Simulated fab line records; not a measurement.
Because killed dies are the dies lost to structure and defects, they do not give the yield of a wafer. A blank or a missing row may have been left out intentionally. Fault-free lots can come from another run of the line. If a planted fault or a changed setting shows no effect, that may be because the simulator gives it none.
Which of the tools did it? + flow nand_harc + 14 lots with 40 wafers sampled at 6 steps, on a route of 1302 steps

WHAT EACH GAUGE READ, for each wafer
NHARC_A_ZERO_WELL_INSPECT_17.
| lot  | measured     | on                | raw_defect_count |
|------|--------------|-------------------|------------------|
| L651 | day 7 06:34  | defect_inspect-01 | 14 20 13         |
| L652 | day 7 11:37  | defect_inspect-02 | 13 13 8          |
| L653 | day 8 00:46  | defect_inspect-01 | 11 12 5          |
| L654 | day 8 08:18  | defect_inspect-02 | 9 19 20          |
| L656 | day 8 21:02  | defect_inspect-01 | 12 14 17         |
| L657 | day 9 05:59  | defect_inspect-02 | 5 22 19          |
| L661 | day 11 02:04 | defect_inspect-01 | 18 9 11          |
| L663 | day 11 18:20 | defect_inspect-01 | 5 11 3           |
| L665 | day 13 04:14 | defect_inspect-02 | 18 13 19         |
| L666 | day 13 10:13 | defect_inspect-01 | 11 6             |
| L667 | day 14 06:59 | defect_inspect-01 | 9 5              |
| L669 | day 14 14:04 | defect_inspect-01 | 12 11 11         |
| L673 | day 15 21:35 | defect_inspect-02 | 15 6 13          |
| L674 | day 16 10:15 | defect_inspect-02 | 9 16 13          |

NHARC_A_SOURCE_PLATE_THK_MEAS_06: measures by ellipsometry.
| lot  | measured     | on            | thk_nm (nm)       |
|------|--------------|---------------|-------------------|
| L651 | day 8 02:57  | film_metro-01 | 204.3 204.1 205.6 |
| L652 | day 8 11:08  | film_metro-02 | 200.5 198.8 197.9 |
| L653 | day 8 21:48  | film_metro-01 | 204.7 200.8 203.6 |
| L654 | day 9 09:01  | film_metro-02 | 195.7 194.9 192.5 |
| L656 | day 9 17:00  | film_metro-01 | 200.5 200.6 198.4 |
| L657 | day 10 01:53 | film_metro-02 | 195.1 198.2 196.5 |
| L661 | day 11 19:25 | film_metro-02 | 198.9 198.2 196.5 |
| L663 | day 12 17:11 | film_metro-02 | 196.8 195.1 196.0 |
| L665 | day 13 23:59 | film_metro-01 | 201.9 202.8 201.2 |
| L666 | day 14 07:39 | film_metro-01 | 201.4 199.5       |
| L667 | day 15 03:08 | film_metro-02 | 196.8 197.3       |
| L669 | day 15 10:26 | film_metro-01 | 201.4 200.1 201.6 |
| L673 | day 16 15:25 | film_metro-01 | 200.2 197.6 200.5 |
| L674 | day 17 07:10 | film_metro-01 | 200.6 199.5 201.9 |

NHARC_A_ONON_D1_THK_MEAS_21: measures by ellipsometry.
| lot  | measured     | on            | thk_nm (nm)    |
|------|--------------|---------------|----------------|
| L651 | day 8 17:07  | film_metro-02 | 1000 999 1000  |
| L652 | day 9 01:07  | film_metro-01 | 1008 1007 1008 |
| L653 | day 9 09:07  | film_metro-02 | 984 986 985    |
| L654 | day 9 20:15  | film_metro-02 | 992 992 991    |
| L656 | day 10 04:17 | film_metro-02 | 1004 1004 1003 |
| L657 | day 10 15:08 | film_metro-01 | 993 994 993    |
| L661 | day 12 06:30 | film_metro-02 | 1010 1010 1012 |
| L663 | day 13 05:07 | film_metro-01 | 997 998 998    |
| L665 | day 14 13:35 | film_metro-02 | 776 774 995    |
| L666 | day 14 18:52 | film_metro-01 | 788 1011       |
| L667 | day 15 14:42 | film_metro-02 | 776 997        |
| L669 | day 15 21:47 | film_metro-01 | 1011 1011 1011 |
| L673 | day 17 03:37 | film_metro-01 | 993 993 995    |
| L674 | day 17 18:29 | film_metro-02 | 994 996 996    |

NHARC_END_SORT_01.
| lot  | measured     | on        | killed_at_array | killed_at_other | killed_at_periphery | killed_dies | killed_open | killed_short |
|------|--------------|-----------|-----------------|-----------------|---------------------|-------------|-------------|--------------|
| L651 | day 25 13:59 | prober-01 | 16 22 24        | 0 1 4           | 1 4 3               | 17 27 31    | 2 4 3       | 1 4 3        |
| L652 | day 25 07:03 | prober-02 | 87 58 51        | 0 0 1           | 3 2 4               | 90 60 56    | 5 4 1       | 2 3 6        |
| L653 | day 25 07:01 | prober-01 | 39 46 48        | 0 1 0           | 11 8 6              | 50 55 54    | 3 3 4       | 3 4 4        |
| L654 | day 26 01:55 | prober-02 | 83 82 84        | 2 1 1           | 1 0 3               | 86 83 88    | 4 1 1       | 5 1 1        |
| L656 | day 26 08:52 | prober-01 | 34 31 33        | 2 1 2           | 3 5 2               | 39 37 37    | 5 4 2       | 5 2 1        |
| L657 | day 26 21:58 | prober-02 | 56 51 56        | 0 1 2           | 4 1 4               | 60 53 62    | 4 3 1       | 5 0 0        |
| L661 | day 28 21:35 | prober-02 | 95 87 82        | 0 0 1           | 3 2 2               | 98 89 85    | 4 1 4       | 5 1 1        |
| L663 | day 29 07:20 | prober-02 | 66 75 65        | 1 2 2           | 2 1 3               | 69 78 70    | 3 6 5       | 1 2 2        |
| L665 | day 30 20:33 | prober-01 | 668 671 44      | 3 1 3           | 6 5 2               | 677 677 49  | 1 3 3       | 2 1 2        |
| L666 | day 30 13:35 | prober-02 | 671 82          | 2 0             | 4 4                 | 677 86      | 4 4         | 3 5          |
| L667 | day 32 06:49 | prober-02 | 674 77          | 0 1             | 3 5                 | 677 83      | 3 4         | 0 3          |
| L669 | day 33 03:43 | prober-01 | 69 78 91        | 0 0 0           | 5 3 8               | 74 81 99    | 2 3 4       | 1 3 2        |
| L673 | day 33 13:04 | prober-02 | 35 25 30        | 2 2 1           | 7 6 3               | 44 33 34    | 5 6 3       | 3 2 3        |
| L674 | day 33 20:02 | prober-02 | 23 23 25        | 3 2 3           | 5 2 3               | 31 27 31    | 2 7 2       | 2 0 3        |

EACH LOT AND THE TOOL THAT RAN IT (in order: tool; ch and the chambers of the sampled wafers; start)
| lot  | NHARC_A_ONON_D1_DEP_19           | NHARC_A_ONON_D1_DEP_33          |
|------|----------------------------------|---------------------------------|
| L651 | pecvd_onon-01 ch 0, day 8 16:36  | pecvd-04 ch 0,2, day 8 18:52    |
| L652 | pecvd_onon-01 ch 0, day 9 00:39  | pecvd-02 ch 0,1, day 9 02:54    |
| L653 | pecvd_onon-01 ch 0, day 9 08:39  | pecvd-04 ch 1,2, day 9 10:53    |
| L654 | pecvd_onon-03 ch 0, day 9 19:48  | pecvd-04 ch 0,2, day 9 22:03    |
| L656 | pecvd_onon-03 ch 0, day 10 03:47 | pecvd-02 ch 0,1,2, day 10 06:03 |
| L657 | pecvd_onon-01 ch 0, day 10 14:38 | pecvd-01 ch 0,2, day 10 16:58   |
| L661 | pecvd_onon-03 ch 0, day 12 05:59 | pecvd-02 ch 0,1, day 12 08:15   |
| L663 | pecvd_onon-02 ch 0, day 13 04:36 | pecvd-02 ch 0,1,2, day 13 06:52 |
| L665 | pecvd_onon-03 ch 0, day 14 13:04 | pecvd-04 ch 0,2, day 14 15:24   |
| L666 | pecvd_onon-03 ch 0, day 14 18:22 | pecvd-02 ch 0,2, day 14 20:37   |
| L667 | pecvd_onon-03 ch 0, day 15 14:15 | pecvd-04 ch 0,2, day 15 16:28   |
| L669 | pecvd_onon-01 ch 0, day 15 21:26 | pecvd-04 ch 0,1,2, day 15 23:41 |
| L673 | pecvd_onon-02 ch 0, day 17 03:10 | pecvd-02 ch 1,2, day 17 05:29   |
| L674 | pecvd_onon-01 ch 0, day 17 17:58 | pecvd-01 ch 0,1, day 17 20:14   |
- NHARC_A_ONON_D1_DEP_19: target thk 1000 nm.
- NHARC_A_ONON_D1_DEP_33: deposits SiO2, target thk 200 nm.

AS READ BY THE TOOLS THEMSELVES (means over the sampled wafers that have a number; for cases with no such wafer, the mark the record gives instead)
NHARC_A_ONON_D1_DEP_33.
| lot  | tool     | heater_power_outer_w (W) | heater_power_w (W) | throttle_valve_pct (%) |
|------|----------|--------------------------|--------------------|------------------------|
| L651 | pecvd-04 | 239                      | 468                | 16.8                   |
| L652 | pecvd-02 | 370                      | 657                | 16.6                   |
| L653 | pecvd-04 | 252                      | 446                | 16.1                   |
| L654 | pecvd-04 | 224                      | 435                | 16.6                   |
| L656 | pecvd-02 | 369                      | 635                | 16.4                   |
| L657 | pecvd-01 | 386                      | 666                | 15.9                   |
| L661 | pecvd-02 | 304                      | 560                | 16.1                   |
| L663 | pecvd-02 | 303                      | 569                | 16.0                   |
| L665 | pecvd-04 | 295                      | 529                | 16.6                   |
| L666 | pecvd-02 | 307                      | 548                | 15.8                   |
| L667 | pecvd-04 | 268                      | 504                | 16.6                   |
| L669 | pecvd-04 | 341                      | 596                | 16.4                   |
| L673 | pecvd-02 | 319                      | 614                | 16.2                   |
| L674 | pecvd-01 | 363                      | 641                | 15.9                   |

THE ANSWER, worked out from the rows above alone
Rule: what is usual is taken from the lots themselves. The widest of any qualifying gaps counts: lots, ordered by their means at a reading, are off when they make up no more than a third of the lots, leave a main group of 4 or more, and stand apart from it by 3 or more times the standard deviation of that group's means. A main group is skipped when, at the precision printed for the reading in the tables above, its means are all equal. Also off: a lot with no number at a reading for which 4 or more lots have one. All remaining lots with rows at the step are treated as sound. First the gauges in route order, then the tools' own readings, where a lot's mean is used as printed above. At the first step where some lot is off, the reading lying furthest off is the one used; lots without a number count as furthest.
Off: L665, L666, L667 (NHARC_A_ONON_D1_THK_MEAS_21, thk_nm). Main group: mean 999 nm, sd 8.
A tool fits if, at a process step before that reading, it ran every lot that is off, and no sound lot after the first of them. The gauges at NHARC_A_ONON_D1_THK_MEAS_21 aren't tried: what is off there is off at NHARC_END_SORT_01 too, on other tools, and a gauge's error can't cause that. One fits: NHARC_A_ONON_D1_DEP_19 on pecvd_onon-03. A fault onset in the window from L661 (day 12 05:59, its last sound lot) to L665 (day 14 13:04, its first lot off) fits.

WHAT WAS PUT IN BY THE SIMULATOR
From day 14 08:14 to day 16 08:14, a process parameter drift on pecvd_onon-03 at NHARC_A_ONON_D1_DEP_19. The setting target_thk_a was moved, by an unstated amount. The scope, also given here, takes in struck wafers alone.
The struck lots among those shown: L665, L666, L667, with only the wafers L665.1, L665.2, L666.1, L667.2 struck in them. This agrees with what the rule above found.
